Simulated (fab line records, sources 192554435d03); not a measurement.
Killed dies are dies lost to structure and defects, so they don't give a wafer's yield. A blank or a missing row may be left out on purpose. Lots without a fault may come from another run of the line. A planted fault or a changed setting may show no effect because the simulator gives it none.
fab line records | flow n5_finfet
record lots=7 wafers=21
route steps=1938 shown DUMMY_GATE@228 SD_EPI_N@268 SDB@347 HKMG_FIN@402
start_h: hours from the record's first day to the start of the lot's first wafer shown | wait_h: hours since the lot's step before | " the same as in the row above | L1.1+2: a row that stands for several wafers | - no value, or no start given | * or withheld: withheld | < > ~ a bound
route shown NAME@n: a module of which the file shows steps, and the number in the route of the first | usual: mean/standard deviation of fault-free wafers | same: alike in all rows | chamber/n: place in a boat | sites: the reading at each site | _std_site: their standard deviation | _edge_site: outer sites' mean less inner sites' | radius_mm: how far each site lies from the wafer's centre | mask NAME#n: copy n | behind: the tool/chamber that last shaped the wafer | hold: why the lot was held/for how many hours/how that ended | device: the transistor (n, p or np) that didn't switch | end of line: the same wafers' tests at the end of the route | a step without rows: its recipe alone | killed: dies lost to structure and defects at the first sort, not the wafer's yield | map: a wafer's dies, x killed, . not, _ none there
set.NAME: the setting as run; set.NAME@STEP: as run at that earlier step | model.NAME: the simulator's own value behind a step, which no gauge read
lots whose settings were changed on purpose; a table a step, a row a wafer
## steps
# step N5_DUMMY_GATE_EXPOSE_12
# recipe mask_id=GATE na=0.33 source_shape=annular sigma_inner=0.2 sigma_outer=0.6 polarization=unpolarized target_cd_nm=25 dose_mj=34
# columns lot.wafer tool chamber start_h wait_h mask set.dose_mj
L079.1+2+6 euv_scanner-02 0 74.95 - GATE#0 34
L080.2+5 euv_scanner-02 0 85.09 - GATE#0 34
L080.3 " 0 " " GATE#0 35.59
L082.2+5 euv_scanner-02 0 95.69 - GATE#0 33.25
L082.3 " 0 " " GATE#0 34
L085.1 euv_scanner-01 0 115.01 - GATE#0 35.05
L085.2+5 " 0 " " GATE#0 34
L093.2+4 euv_scanner-01 0 162.19 - GATE#0 35.42
L093.5 " 0 " " GATE#0 34
L094.1+3+5 euv_scanner-02 0 166.48 - GATE#0 34
L097.2+3+6 euv_scanner-02 0 191.09 - GATE#0 35.13
# step N5_DUMMY_GATE_PEB_13
# recipe peb_temp_c=100 peb_time_s=60 resist=CAR-EUV
# step N5_DUMMY_GATE_DEVELOP_14
# recipe develop_time_s=30 developer=TMAH resist=CAR-EUV rinse_liquid=surfactant_rinse dry=air_spin dev_temp_c=23
# step N5_DUMMY_GATE_STRIP_38
# recipe chemistry=N2/H2 temp_c=40 n2_flow_sccm=200 h2_flow_sccm=200 rf_frequency_hz=6e+07
# step N5_DUMMY_GATE_STRIP_39
# recipe chemistry=N2/H2 temp_c=40 n2_flow_sccm=200 h2_flow_sccm=200 rf_frequency_hz=6e+07
# step N5_DUMMY_GATE_TRIM_49
# recipe chemistry=O2 resist=SOC time_s=29 target_cd_nm=14 source_power_w=300 bias_power_w=0 O2_flow_sccm=100 temp_c=20
# columns lot.wafer tool chamber start_h wait_h set.dose_mj@DUMMY_GATE_EXPOSE_12 model.DUMMY_GATE.cd_nm
L079.1 rie_si-02 2 75.51 0.0 34 13.8
L079.2 " 1 " " 34 14.2
L079.6 " 1 " " 34 14
L080.2+5 rie_si-02 0 85.57 0.0 34 14.2
L080.3 " 1 " " 35.59 13.2
L082.2 rie_si-03 1 96.21 0.0 33.25 14.8
L082.3 " 0 " " 34 14
L082.5 " 2 " " 33.25 14.6
L085.1 rie_si-03 3 115.49 0.0 35.05 13.6
L085.2 " 0 " " 34 14
L085.5 " 1 " " 34 14.6
L093.2 rie_si-03 3 162.67 0.0 35.42 13.2
L093.4 " 1 " " 35.42 13.4
L093.5 " 3 " " 34 14
L094.1 rie_si-02 3 166.96 0.0 34 14.4
L094.3+5 " 2,0 " " 34 14.2
L097.2+6 rie_si-03 2,1 191.82 0.0 35.13 14
L097.3 " 3 " " 35.13 13.6
# step N5_SD_EPI_N_PEB_07
# recipe peb_temp_c=110 peb_time_s=60 resist=CAR-ArF-block
# columns lot.wafer tool chamber start_h wait_h set.peb_temp_c
L079.1+6 litho_track-03 0 78.36 0.1 111.8
L079.2 " 0 " " 110
L080.2+3 litho_track-05 0 88.30 0.0 111.9
L080.5 " 0 " " 110
L082.2+3+5 litho_track-05 0 98.87 0.0 110
L085.1+2+5 litho_track-03 0 117.23 0.1 110
L093.2+4 litho_track-02 0 164.92 0.0 110
L093.5 " 0 " " 111.4
L094.1+3+5 litho_track-03 0 169.11 0.1 110
L097.2+6 litho_track-05 0 194.06 0.0 110
L097.3 " 0 " " 106.4
# step N5_SD_EPI_N_DEVELOP_08
# recipe develop_time_s=30 developer=TMAH resist=CAR-ArF-block dev_temp_c=23 rinse_liquid=diw dry=air_spin
# columns lot.wafer tool chamber start_h wait_h set.develop_time_s
L079.1+2 litho_track-03 0 - - 30
L079.6 " 0 " " 27.82
L080.2 litho_track-05 0 - - 30
L080.3+5 " 0 " " 35.73
L082.2+3 litho_track-05 0 - - 36.15
L082.5 " 0 " " 30
L085.1+5 litho_track-03 0 - - 35.23
L085.2 " 0 " " 30
L093.2+5 litho_track-02 0 - - 30
L093.4 " 0 " " 36.47
L094.1+3+5 litho_track-03 0 - - 30
L097.2 litho_track-05 0 - - 30
L097.3+6 " 0 " " 27.22
# step N5_SD_EPI_N_CD_MEAS_09
# recipe target_cd_nm=120 landing_energy_ev=500 detector=se_inlens
# usual cd_nm=120.0/0.61
# columns lot.wafer tool chamber start_h wait_h set.peb_temp_c@SD_EPI_N_PEB_07 cd_nm
L079.1 cd_sem-01 0 78.43 - 111.8 124.7
L079.2 " 0 " " 110 120.5
L079.6 " 0 " " 111.8 124.2
L080.2 cd_sem-02 0 88.36 - 111.9 124.4
L080.3 " 0 " " 111.9 125.2
L080.5 " 0 " " 110 121.2
L082.2 cd_sem-01 0 98.94 - 110 120.4
L082.3 " 0 " " 110 120.6
L082.5 " 0 " " 110 120.4
L085.1 cd_sem-01 0 117.30 - 110 120.3
L085.2 " 0 " " 110 120.0
L085.5 " 0 " " 110 120.9
L093.2 cd_sem-01 0 164.99 - 110 120.3
L093.4 " 0 " " 110 120.9
L093.5 " 0 " " 111.4 123.4
L094.1 cd_sem-02 0 169.17 - 110 119.9
L094.3 " 0 " " 110 119.1
L094.5 " 0 " " 110 119.9
L097.2 cd_sem-01 0 194.13 - 110 120.6
L097.3 " 0 " " 106.4 109.8
L097.6 " 0 " " 110 120.7
# step N5_SD_EPI_N_DESCUM_14
# recipe chemistry=O2 time_s=7.9 source_power_w=50 bias_power_w=20 pressure_mtorr=20 rf_frequency_hz=2.712e+07 temp_c=40 resist=CAR-ArF-block o2_flow_sccm=225
# columns lot.wafer tool chamber start_h wait_h set.peb_temp_c@SD_EPI_N_PEB_07 model.SD_EPI_N.cd_nm
L079.1 rie_diel-01 2 78.52 0.0 111.8 124.6
L079.2 " 3 " " 110 120.2
L079.6 " 3 " " 111.8 124.2
L080.2 rie_diel-01 3 88.45 0.0 111.9 124.6
L080.3 " 2 " " 111.9 125.6
L080.5 " 1 " " 110 121
L082.2+3 rie_diel-01 1,2 99.02 0.0 110 120.6
L082.5 " 0 " " 110 120.2
L085.1 rie_diel-05 3 117.38 0.0 110 120.6
L085.2 " 2 " " 110 119.8
L085.5 " 2 " " 110 121
L093.2 rie_diel-05 1 165.08 0.0 110 120.4
L093.4 " 0 " " 110 120.8
L093.5 " 2 " " 111.4 123.4
L094.1 rie_diel-06 1 169.26 0.0 110 120.2
L094.3 " 3 " " 110 119.2
L094.5 " 3 " " 110 120
L097.2 rie_diel-01 3 194.22 0.0 110 120.4
L097.3 " 0 " " 106.4 109.8
L097.6 " 0 " " 110 120.8
# step N5_SD_EPI_N_ETCH_34
# recipe chemistry=CF4 target=SiARC target_depth_a=455 mask_material=CAR-ArF-block time_s=75.8 ion_energy_ev=80 pressure_mtorr=40 source_w=545 bias_w=36 Ar_flow_sccm=100 cf4_flow_sccm=100 ends=cleared
# columns lot.wafer tool chamber start_h wait_h set.peb_temp_c@SD_EPI_N_PEB_07 model.SD_EPI_N.cd_nm
L079.1 rie_diel-01 2 78.55 0.0 111.8 124.8
L079.2 " 3 " " 110 120.2
L079.6 " 3 " " 111.8 124.2
L080.2 rie_diel-01 3 88.49 0.0 111.9 124.6
L080.3 " 2 " " 111.9 125.6
L080.5 " 1 " " 110 120.8
L082.2 rie_diel-01 1 99.06 0.0 110 120.6
L082.3 " 2 " " 110 120.8
L082.5 " 0 " " 110 120.4
L085.1 rie_diel-05 3 117.42 0.0 110 120.4
L085.2 " 2 " " 110 119.8
L085.5 " 2 " " 110 120.8
L093.2 rie_diel-05 1 165.11 0.0 110 120.4
L093.4 " 0 " " 110 120.8
L093.5 " 2 " " 111.4 123.2
L094.1 rie_diel-06 1 169.30 0.0 110 120.6
L094.3 " 3 " " 110 119.6
L094.5 " 3 " " 110 120
L097.2 rie_diel-01 3 194.25 0.0 110 120.6
L097.3 " 0 " " 106.4 109.6
L097.6 " 0 " " 110 120.8
# step N5_SD_EPI_N_ETCH_35
# recipe chemistry=N2/H2 target=SOC overetch_a=1080 mask_material=SiARC temp_c=40 ion_energy_ev=100 source_w=3000 bias_w=133 pressure_mtorr=20 time_s=486 n2_flow_sccm=200 h2_flow_sccm=200
# columns lot.wafer tool chamber start_h wait_h set.peb_temp_c@SD_EPI_N_PEB_07 model.SD_EPI_N.cd_nm
L079.1 rie_diel-01 2 78.61 0.0 111.8 124.6
L079.2 " 3 " " 110 120.4
L079.6 " 3 " " 111.8 124.8
L080.2 rie_diel-01 3 88.54 0.0 111.9 125
L080.3 " 2 " " 111.9 125.6
L080.5 " 1 " " 110 121
L082.2 rie_diel-01 1 99.12 0.0 110 121.4
L082.3 " 2 " " 110 120
L082.5 " 0 " " 110 119.6
L085.1 rie_diel-05 3 117.48 0.0 110 120.2
L085.2 " 2 " " 110 120
L085.5 " 2 " " 110 121.2
L093.2 rie_diel-05 1 165.17 0.0 110 121.2
L093.4 " 0 " " 110 121
L093.5 " 2 " " 111.4 124.6
L094.1 rie_diel-06 1 169.35 0.0 110 121.2
L094.3 " 3 " " 110 118.6
L094.5 " 3 " " 110 119.2
L097.2 rie_diel-01 3 194.31 0.0 110 119.8
L097.3 " 0 " " 106.4 108.4
L097.6 " 0 " " 110 119.2
# step N5_SDB_HM_DEP_00
# recipe material=SiNx target_thk_a=400 temp_c=400 precursor=SiH4/NH3/N2 pressure_torr=1.5 rf_w=300 time_s=35.3
# columns lot.wafer tool chamber start_h wait_h set.time_s model.SiNx_of_SDB_HM_DEP_00.thk_nm
L079.1 pecvd-01 1 98.02 0.0 35.3 39.6
L079.2+6 " 2,0 " " 35.3 39.8
L080.2 pecvd-04 1 105.63 0.0 35.3 39.4
L080.3 " 0 " " 35.3 39.8
L080.5 " 2 " " 35.3 40.4
L082.2 pecvd-01 0 117.41 0.0 30.92 34.6
L082.3 " 2 " " 35.3 39.6
L082.5 " 1 " " 30.92 35.4
L085.1 pecvd-01 0 134.80 0.0 35.3 39
L085.2 " 1 " " 35.3 39.6
L085.5 " 0 " " 35.3 39.8
L093.2 pecvd-02 0 181.43 0.0 39.44 44.2
L093.4 " 1 " " 35.3 40.2
L093.5 " 2 " " 39.44 44.4
L094.1 pecvd-01 0 184.73 0.0 35.3 39.8
L094.3 " 2 " " 35.3 39.4
L094.5 " 2 " " 35.3 40.2
L097.2 pecvd-04 0 210.16 0.0 39.2 44
L097.3 " 0 " " 39.2 44.4
L097.6 " 0 " " 35.3 39.8
# step N5_SDB_COAT_05
# recipe resist=CAR-ArF spin_rpm=1500 resist_thk_nm=90
# columns lot.wafer tool chamber start_h wait_h set.spin_rpm model.CAR-ArF_of_SDB_COAT_05.thk_nm
L079.1+2+6 litho_track-03 0 - - 1500 90
L080.2 litho_track-03 0 - - 1500 90
L080.3+5 " 0 " " 1500 90.2
L082.2+3 litho_track-04 0 - - 1500 89.6
L082.5 " 0 " " 1500 89.8
L085.1 litho_track-04 0 - - 1500 89.4
L085.2 " 0 " " 1500 90
L085.5 " 0 " " 1377 93.4
L093.2 litho_track-04 0 - - 1500 89.4
L093.4 " 0 " " 1549 88.2
L093.5 " 0 " " 1549 88
L094.1 litho_track-02 0 - - 1500 90
L094.3 " 0 " " 1500 90.2
L094.5 " 0 " " 1500 89.8
L097.2 litho_track-02 0 - - 1393 93.8
L097.3 " 0 " " 1393 93.4
L097.6 " 0 " " 1500 90.4
# step N5_SDB_EBR_07
# recipe solvent=PGMEA ebr_width_mm=1.5
# step N5_SDB_SOFTBAKE_06
# recipe temp_c=110 time_s=60 resist=CAR-ArF
# step N5_SDB_EXPOSE_08
# recipe mask_id=SDB na=1.35 source_shape=conventional sigma_outer=0.5 polarization=unpolarized dose_mj=49.6
# step N5_SDB_PEB_09
# recipe peb_temp_c=withheld peb_time_s=60 resist=CAR-ArF
# step N5_SDB_DEVELOP_10
# recipe develop_time_s=30 developer=TMAH resist=CAR-ArF rinse_liquid=diw dry=air_spin dev_temp_c=23
# columns lot.wafer tool chamber start_h wait_h set.spin_rpm@SDB_COAT_05 model.CAR-ArF_of_SDB_COAT_05.thk_nm
L079.1+6 litho_track-03 0 - - 1500 88.2
L079.2 " 0 " " 1500 88.4
L080.2 litho_track-04 0 - - 1500 88.2
L080.3+5 " 0 " " 1500 88.4
L082.2+3+5 litho_track-04 0 - - 1500 88
L085.1 litho_track-04 0 - - 1500 87.8
L085.2 " 0 " " 1500 88.2
L085.5 " 0 " " 1377 91.8
L093.2 litho_track-04 0 - - 1500 87.6
L093.4 " 0 " " 1549 86.6
L093.5 " 0 " " 1549 86.4
L094.1+5 litho_track-03 0 - - 1500 88.2
L094.3 " 0 " " 1500 88.4
L097.2 litho_track-02 0 - - 1393 92
L097.3 " 0 " " 1393 91.8
L097.6 " 0 " " 1500 88.8
# step N5_SDB_DESCUM_16
# recipe chemistry=O2 time_s=7.9 source_power_w=50 bias_power_w=20 pressure_mtorr=20 rf_frequency_hz=2.712e+07 temp_c=40 resist=CAR-ArF o2_flow_sccm=225
# step N5_SDB_ETCH_17
# recipe chemistry=CF4 target=SiARC target_depth_a=234 mask_material=CAR-ArF time_s=39 ion_energy_ev=80 pressure_mtorr=40 source_w=545 bias_w=36 Ar_flow_sccm=100 cf4_flow_sccm=100 ends=cleared
# columns lot.wafer tool chamber start_h wait_h set.spin_rpm@SDB_COAT_05 model.CAR-ArF_of_SDB_COAT_05.thk_nm
L079.1+2+6 rie_diel-01 0,2,2 98.60 0.0 1500 66.6
L080.2 rie_diel-01 2 106.08 0.0 1500 66.6
L080.3+5 " 0,1 " " 1500 66.8
L082.2+3+5 rie_diel-01 1,2,1 117.98 0.0 1500 66.4
L085.1 rie_diel-06 0 135.25 0.0 1500 66
L085.2 " 2 " " 1500 66.6
L085.5 " 0 " " 1377 70.2
L093.2 rie_diel-06 0 181.88 0.0 1500 66
L093.4+5 " 1,2 " " 1549 64.8
L094.1+3 rie_diel-05 2,1 185.31 0.0 1500 66.6
L094.5 " 2 " " 1500 66.4
L097.2 rie_diel-06 2 210.76 0.0 1393 70.4
L097.3 " 3 " " 1393 70
L097.6 " 2 " " 1500 67
# step N5_SDB_ETCH_18
# recipe chemistry=N2/H2 target=SOC target_depth_a=1000 overetch_a=200 mask_material=SiARC temp_c=40 time_s=150 ion_energy_ev=200 pressure_mtorr=30 source_w=840 bias_w=150 n2_flow_sccm=200 h2_flow_sccm=200
# step N5_SDB_STRIP_19
# recipe chemistry=N2/H2 temp_c=40 n2_flow_sccm=200 h2_flow_sccm=200 rf_frequency_hz=6e+07
# step N5_SDB_STRIP_21
# recipe chemistry=CF4 resist=SiARC power_w=300 bias_power_w=75 pressure_mtorr=50 cf4_flow_sccm=150 rf_frequency_hz=6e+07
# step N5_SDB_HM_OPEN_20
# recipe chemistry=CH3F/O2 target=SiNx mask_material=SOC target_depth_a=240 stop_on=poly-Si over_etch_frac=0.4 ion_energy_ev=120 pressure_mtorr=30 source_w=395 bias_w=73 Ar_flow_sccm=150 CH3F_flow_sccm=30 O2_flow_sccm=20
# columns lot.wafer tool chamber start_h wait_h set.time_s@SDB_HM_DEP_00 model.etch.depth_nm
L079.1 rie_diel-01 0 98.79 0.0 35.3 23.57
L079.2 " 2 " " 35.3 23.81
L079.6 " 2 " " 35.3 23.89
L080.2 rie_diel-01 2 106.27 0.0 35.3 23.32
L080.3 " 0 " " 35.3 23.75
L080.5 " 1 " " 35.3 24.42
L082.2 rie_diel-01 1 118.18 0.0 30.92 18.58
L082.3 " 2 " " 35.3 23.53
L082.5 " 1 " " 30.92 19.41
L085.1 rie_diel-06 0 135.44 0.0 35.3 22.94
L085.2 " 2 " " 35.3 23.61
L085.5 " 0 " " 35.3 23.82
L093.2 rie_diel-06 0 182.07 0.0 39.44 28.21
L093.4 " 1 " " 35.3 24.24
L093.5 " 2 " " 39.44 28.48
L094.1 rie_diel-05 2 185.50 0.0 35.3 23.84
L094.3 " 1 " " 35.3 23.3
L094.5 " 2 " " 35.3 24.11
L097.2 rie_diel-06 2 210.96 0.0 39.2 27.95
L097.3 " 3 " " 39.2 28.42
L097.6 " 2 " " 35.3 23.84
# step N5_SDB_STRIP_22
# recipe chemistry=N2/H2 power_w=1000 temp_c=250 h2_frac=0.65 overash_fraction=0.3 pressure_mtorr=withheld n2_flow_sccm=1750 h2_flow_sccm=3250
# step N5_SDB_PRECLEAN_23
# recipe chemistry=dHF time_s=30 temp_c=25 dilution=withheld
# columns lot.wafer tool chamber start_h wait_h set.time_s@SDB_HM_DEP_00 model.SiNx_of_SDB_HM_DEP_00.thk_nm
L079.1 wet_bench-04 6 99.02 0.1 35.3 38.6
L079.2 " 2 " " 35.3 38.8
L079.6 " 1 " " 35.3 39
L080.2 wet_bench-04 5 106.55 0.1 35.3 38.4
L080.3 " 6 " " 35.3 38.8
L080.5 " 2 " " 35.3 39.4
L082.2 wet_bench-01 1 118.41 0.1 30.92 33.6
L082.3 " 0 " " 35.3 38.6
L082.5 " 2 " " 30.92 34.4
L085.1 wet_bench-05 4 135.67 0.1 35.3 38
L085.2 " 0 " " 35.3 38.6
L085.5 " 3 " " 35.3 38.8
L093.2 wet_bench-05 3 182.39 0.2 39.44 43.2
L093.4 " 7 " " 35.3 39.2
L093.5 " 2 " " 39.44 43.6
L094.1 wet_bench-01 7 185.73 0.1 35.3 38.8
L094.3 " 5 " " 35.3 38.4
L094.5 " 1 " " 35.3 39.2
L097.2 wet_bench-05 4 211.18 0.1 39.2 43
L097.3 " 5 " " 39.2 43.4
L097.6 " 3 " " 35.3 38.8
# step N5_HKMG_FIN_ETCH_54
# recipe chemistry=CF4 target=SiARC target_depth_a=455 mask_material=CAR-ArF time_s=75.8 ion_energy_ev=80 pressure_mtorr=40 source_w=545 bias_w=36 Ar_flow_sccm=100 cf4_flow_sccm=100 ends=cleared
# usual etch_rf_on_time_s=75.4/1.1 rf_vpp_V=184.1/1.3
# columns lot.wafer tool chamber start_h wait_h set.bias_w etch_rf_on_time_s rf_vpp_V
L079.1 rie_diel-01 0 104.36 0.0 31.6 80.4 168.0
L079.2 " 3 " " 36 76.5 182.5
L079.6 " 0 " " 36 76.8 184.3
L080.2 rie_diel-06 2 111.72 0.0 42.16 72.8 200.5
L080.3 " 1 " " 42.16 72.5 205.8
L080.5 " 1 " " 36 75.8 184.8
L082.2 rie_diel-01 3 123.86 0.0 36 76.5 183.3
L082.3 " 2 " " 36 75.5 182.0
L082.5 " 3 " " 36 76.3 182.0
L085.1 rie_diel-06 1 140.83 0.0 41.26 70.8 204.4
L085.2 " 3 " " 36 76.1 184.9
L085.5 " 2 " " 36 75.9 182.7
L093.2 rie_diel-05 3 188.93 0.0 36 74.9 184.5
L093.4 " 1 " " 36 74.2 183.5
L093.5 " 2 " " 36 74.0 182.9
L094.1 rie_diel-01 3 191.38 0.0 36 76.2 182.7
L094.3 " 2 " " 36 75.7 182.4
L094.5 " 0 " " 36 77.2 184.4
L097.2 rie_diel-01 3 216.52 0.0 36 76.4 182.7
L097.3 " 0 " " 36 76.6 183.7
L097.6 " 0 " " 36 76.2 184.7
# step N5_HKMG_FIN_ETCH_58
# recipe chemistry=N2/H2 target=SOC target_depth_a=2158 ion_energy_ev=50 bias_w=13 time_s=741 pressure_mtorr=30 source_w=875 n2_flow_sccm=200 h2_flow_sccm=200
# usual rf_vpp_V=99.1/0.92
# columns lot.wafer tool chamber start_h wait_h set.source_w rf_vpp_V model.etch.depth_nm model.SOC_of_HKMG_FIN_COAT_41.thk_nm model.HKMG_FIN.feature_depth_nm
L079.1 rie_diel-01 0 104.63 0.0 796.3 101.6 198.8 102.2 198.8
L079.2 " 3 " " 796.3 102.0 201.9 99.8 201.8
L079.6 " 0 " " 875 97.6 214.4 86.4 214.4
L080.2 rie_diel-06 2 111.99 0.0 875 98.2 215 85 215
L080.3 " 1 " " 875 101.6 218.2 82.2 218.2
L080.5 " 1 " " 875 100.5 217.5 83.4 217.6
L082.2 rie_diel-01 3 124.12 0.0 819.1 100.8 204.9 95.2 205
L082.3 " 2 " " 819.1 101.3 209 92 209
L082.5 " 3 " " 875 100.7 216.9 82.8 216.8
L085.1 rie_diel-06 1 141.10 0.0 915.5 99.0 225.9 73.2 226
L085.2 " 3 " " 875 99.5 215.1 84.8 215.2
L085.5 " 2 " " 875 98.3 215.1 84 215
L093.2 rie_diel-05 3 189.20 0.0 820.1 101.9 207.3 93.8 207.2
L093.4 " 1 " " 875 99.7 219.5 80.6 219.6
L093.5 " 2 " " 875 99.6 222.6 78.4 222.6
L094.1 rie_diel-01 3 191.65 0.0 875 99.0 215.1 87.4 215.2
L094.3 " 2 " " 875 97.8 216.8 84.8 216.8
L094.5 " 0 " " 875 97.9 211.9 89.4 211.8
L097.2 rie_diel-01 3 216.79 0.0 719.3 105.5 181 120.4 181
L097.3 " 0 " " 875 98.9 211.2 89.4 211.2
L097.6 " 0 " " 875 98.9 212.2 89 212.2
## key
split step=N5_DUMMY_GATE_EXPOSE_12 setting=dose_mj stated=34 by=wafer
response step=N5_DUMMY_GATE_TRIM_49 reading=model.DUMMY_GATE.cd_nm change=-0.21 per=1% r=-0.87
split step=N5_SD_EPI_N_PEB_07 setting=peb_temp_c stated=110 by=wafer
response step=N5_SD_EPI_N_CD_MEAS_09 reading=cd_nm change=+2.86 per=1% r=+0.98
response step=N5_SD_EPI_N_DESCUM_14 reading=model.SD_EPI_N.cd_nm change=+2.94 per=1% r=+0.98
response step=N5_SD_EPI_N_ETCH_34 reading=model.SD_EPI_N.cd_nm change=+3.01 per=1% r=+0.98
response step=N5_SD_EPI_N_ETCH_35 reading=model.SD_EPI_N.cd_nm change=+3.07 per=1% r=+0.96
split step=N5_SD_EPI_N_DEVELOP_08 setting=develop_time_s stated=30 by=wafer
response none clear
split step=N5_SDB_HM_DEP_00 setting=time_s stated=35.3 by=wafer
response step=N5_SDB_HM_DEP_00 reading=model.SiNx_of_SDB_HM_DEP_00.thk_nm change=+0.372 per=1% r=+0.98
response step=N5_SDB_HM_OPEN_20 reading=model.etch.depth_nm change=+0.368 per=1% r=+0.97
response step=N5_SDB_PRECLEAN_23 reading=model.SiNx_of_SDB_HM_DEP_00.thk_nm change=+0.375 per=1% r=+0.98
split step=N5_SDB_COAT_05 setting=spin_rpm stated=1500 by=wafer
response step=N5_SDB_COAT_05 reading=model.CAR-ArF_of_SDB_COAT_05.thk_nm change=-0.446 per=1% r=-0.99
response step=N5_SDB_DEVELOP_10 reading=model.CAR-ArF_of_SDB_COAT_05.thk_nm change=-0.442 per=1% r=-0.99
response step=N5_SDB_ETCH_17 reading=model.CAR-ArF_of_SDB_COAT_05.thk_nm change=-0.456 per=1% r=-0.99
split step=N5_HKMG_FIN_ETCH_54 setting=bias_w stated=36 by=wafer
response step=N5_HKMG_FIN_ETCH_54 reading=etch_rf_on_time_s change=* per=1% r=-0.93
response step=N5_HKMG_FIN_ETCH_54 reading=rf_vpp_V change=+1.22 per=1% r=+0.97
split step=N5_HKMG_FIN_ETCH_58 setting=source_w stated=875 by=wafer
response step=N5_HKMG_FIN_ETCH_58 reading=rf_vpp_V change=-0.342 per=1% r=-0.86
response step=N5_HKMG_FIN_ETCH_58 reading=model.etch.depth_nm change=+1.75 per=1% r=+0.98
response step=N5_HKMG_FIN_ETCH_58 reading=model.SOC_of_HKMG_FIN_COAT_41.thk_nm change=-1.8 per=1% r=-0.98
response step=N5_HKMG_FIN_ETCH_58 reading=model.HKMG_FIN.feature_depth_nm change=+1.75 per=1% r=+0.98
